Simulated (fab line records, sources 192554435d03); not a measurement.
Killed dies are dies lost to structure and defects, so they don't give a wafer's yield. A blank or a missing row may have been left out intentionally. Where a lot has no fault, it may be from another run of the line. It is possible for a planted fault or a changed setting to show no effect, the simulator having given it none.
Split-lot study || flow n5-finfet || on a route of 1938 steps: 7 lots, 21 wafers read

== ON THE SPLIT ==
At N5_BEOL_M7_TRENCH_ETCH_37 (etches SiCOH lowk in C4F6/O2, target depth 93.478 nm, time 31.2 s), the setting source-w was moved away from the recipe's 345 W on 6 of the 21 wafers read, by -17.1% to +11.2%. All remaining wafers had this setting at the recipe value.

== FROM THE SPLIT TO THE READING: what the file shows between them, 2 steps ==
- N5_BEOL_M7_ETCH_41: etches SiCN in CH3F/O2, target depth 31.9 nm, time 57.8 s
- N5_BEOL_M7_STRIP_80: strips in N2/H2, time 10 s

== THE READING ==
trench-depth-nm, in nm, at N5_BEOL_M7_OCD_MEAS_38. Typical for fault-free wafers on this fab line: 93.0 nm, with standard deviation 1.8 nm.

{"wafer": "L075.3", "tool, chamber at the split": "rie-diel-06, 2", "source-w as run, W": 304.8, "against the recipe": "-11.7%", "trench-depth-nm, nm": 86.9, "against lot-mates on the recipe": -4.0}
{"wafer": "L075.5", "tool, chamber at the split": "rie-diel-06, 3", "source-w as run, W": 304.8, "against the recipe": "-11.7%", "trench-depth-nm, nm": 88.0, "against lot-mates on the recipe": -2.9}
{"wafer": "L075.6", "tool, chamber at the split": "rie-diel-06, 2", "source-w as run, W": 345, "against the recipe": "recipe", "trench-depth-nm, nm": 90.9, "against lot-mates on the recipe": "-"}
{"wafer": "L077.1", "tool, chamber at the split": "rie-diel-06, 1", "source-w as run, W": 345, "against the recipe": "recipe", "trench-depth-nm, nm": 95.4, "against lot-mates on the recipe": "-"}
{"wafer": "L077.2", "tool, chamber at the split": "rie-diel-06, 2", "source-w as run, W": 345, "against the recipe": "recipe", "trench-depth-nm, nm": 92.6, "against lot-mates on the recipe": "-"}
{"wafer": "L077.6", "tool, chamber at the split": "rie-diel-06, 1", "source-w as run, W": 345, "against the recipe": "recipe", "trench-depth-nm, nm": 94.1, "against lot-mates on the recipe": "-"}
{"wafer": "L083.1", "tool, chamber at the split": "rie-diel-06, 0", "source-w as run, W": 345, "against the recipe": "recipe", "trench-depth-nm, nm": 92.2, "against lot-mates on the recipe": "-"}
{"wafer": "L083.3", "tool, chamber at the split": "rie-diel-06, 2", "source-w as run, W": 345, "against the recipe": "recipe", "trench-depth-nm, nm": 93.0, "against lot-mates on the recipe": "-"}
{"wafer": "L083.6", "tool, chamber at the split": "rie-diel-06, 0", "source-w as run, W": 345, "against the recipe": "recipe", "trench-depth-nm, nm": 92.4, "against lot-mates on the recipe": "-"}
{"wafer": "L080.1", "tool, chamber at the split": "rie-diel-01, 0", "source-w as run, W": 383.7, "against the recipe": "+11.2%", "trench-depth-nm, nm": 96.3, "against lot-mates on the recipe": "+3.2"}
{"wafer": "L080.3", "tool, chamber at the split": "rie-diel-01, 2", "source-w as run, W": 345, "against the recipe": "recipe", "trench-depth-nm, nm": 93.1, "against lot-mates on the recipe": "-"}
{"wafer": "L080.6", "tool, chamber at the split": "rie-diel-01, 3", "source-w as run, W": 383.7, "against the recipe": "+11.2%", "trench-depth-nm, nm": 99.2, "against lot-mates on the recipe": "+6.1"}
{"wafer": "L091.2", "tool, chamber at the split": "rie-diel-05, 3", "source-w as run, W": 345, "against the recipe": "recipe", "trench-depth-nm, nm": 94.8, "against lot-mates on the recipe": "-"}
{"wafer": "L091.5", "tool, chamber at the split": "rie-diel-05, 1", "source-w as run, W": 345, "against the recipe": "recipe", "trench-depth-nm, nm": 90.1, "against lot-mates on the recipe": "-"}
{"wafer": "L091.6", "tool, chamber at the split": "rie-diel-05, 2", "source-w as run, W": 345, "against the recipe": "recipe", "trench-depth-nm, nm": 92.5, "against lot-mates on the recipe": "-"}
{"wafer": "L090.3", "tool, chamber at the split": "rie-diel-05, 0", "source-w as run, W": 345, "against the recipe": "recipe", "trench-depth-nm, nm": 90.6, "against lot-mates on the recipe": "-"}
{"wafer": "L090.5", "tool, chamber at the split": "rie-diel-05, 0", "source-w as run, W": 377.5, "against the recipe": "+9.4%", "trench-depth-nm, nm": 93.6, "against lot-mates on the recipe": "+3.2"}
{"wafer": "L090.6", "tool, chamber at the split": "rie-diel-05, 1", "source-w as run, W": 345, "against the recipe": "recipe", "trench-depth-nm, nm": 90.2, "against lot-mates on the recipe": "-"}
{"wafer": "L095.2", "tool, chamber at the split": "rie-diel-05, 2", "source-w as run, W": 345, "against the recipe": "recipe", "trench-depth-nm, nm": 92.8, "against lot-mates on the recipe": "-"}
{"wafer": "L095.3", "tool, chamber at the split": "rie-diel-05, 1", "source-w as run, W": 286.1, "against the recipe": "-17.1%", "trench-depth-nm, nm": 83.9, "against lot-mates on the recipe": -8.6}
{"wafer": "L095.6", "tool, chamber at the split": "rie-diel-05, 2", "source-w as run, W": 345, "against the recipe": "recipe", "trench-depth-nm, nm": 92.2, "against lot-mates on the recipe": "-"}

THE FIT
A straight line over all 21 wafers: trench-depth-nm changes by +0.433 nm for each +1% of source-w; r = +0.88; the points scatter about the line by 1.6 nm.
The same after taking each lot's own level away (the mean of its wafers on the recipe; 21 wafers): +0.401 nm for each +1%; r = +0.92; scatter 1.2 nm.
The reading moves by 6.8 nm for the largest change in source-w, on that fit.
Measured against the standard deviation above, the lots' own levels, which go from 90.40 to 94.03 nm, span 2.0 times it.
So the lot-to-lot level changes the slope little: the two slopes agree.
Check: -5.83 nm against its lot-mates is what the line predicts for one of the wafers moved furthest among these (-17.1%) when that wafer is left out of the fit. It came out at -8.6 nm against them.
Tool readings at the split's step, against how far the setting was moved: rf-vpp-V r = -0.89.

== ADDITIONAL SPLITS CARRIED BY THESE WAFERS ==
These wafers also went through other splits before the reading. Each is held against what the fit with the lots' levels taken away leaves over:
{"other split on the same wafers": "N5_BEOL_M4_COAT_67 spin-rpm", "wafers away from the commonest value": 9, "r with trench-depth-nm (lot level and that fit taken away)": "+0.11"}
{"other split on the same wafers": "N5_BEOL_M7_DESCUM_33 time-s", "wafers away from the commonest value": 8, "r with trench-depth-nm (lot level and that fit taken away)": "+0.04"}

== THE WHOLE CHAIN: every reading that the file lists as answering this split, in the file's order ==
{"step": "N5_BEOL_M7_TRENCH_ETCH_37", "what it does": "etches SiCOH lowk in C4F6/O2, target depth 93.478 nm, time 31.2 s", "reading": "rf-vpp-V", "change (the file's fit)": "-4.63 V for each +1% of the setting", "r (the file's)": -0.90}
{"step": "N5_BEOL_M7_TRENCH_ETCH_37", "what it does": "etches SiCOH lowk in C4F6/O2, target depth 93.478 nm, time 31.2 s", "reading": "etch.depth-nm (the simulator's own value, which no gauge read)", "change (the file's fit)": "+0.418 nm for each +1% of the setting", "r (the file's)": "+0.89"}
{"step": "N5_BEOL_M7_TRENCH_ETCH_37", "what it does": "etches SiCOH lowk in C4F6/O2, target depth 93.478 nm, time 31.2 s", "reading": "BEOL_M7.feature-depth-nm (the simulator's own value, which no gauge read)", "change (the file's fit)": "+0.414 nm for each +1% of the setting", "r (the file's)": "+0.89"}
{"step": "N5_BEOL_M7_OCD_MEAS_38", "what it does": "", "reading": "trench-depth-nm", "change (the file's fit)": "+0.418 nm for each +1% of the setting", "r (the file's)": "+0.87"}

== FILE'S OWN FIT ==
trench-depth-nm changes by +0.418 nm for each +1% of source-w, r = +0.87.
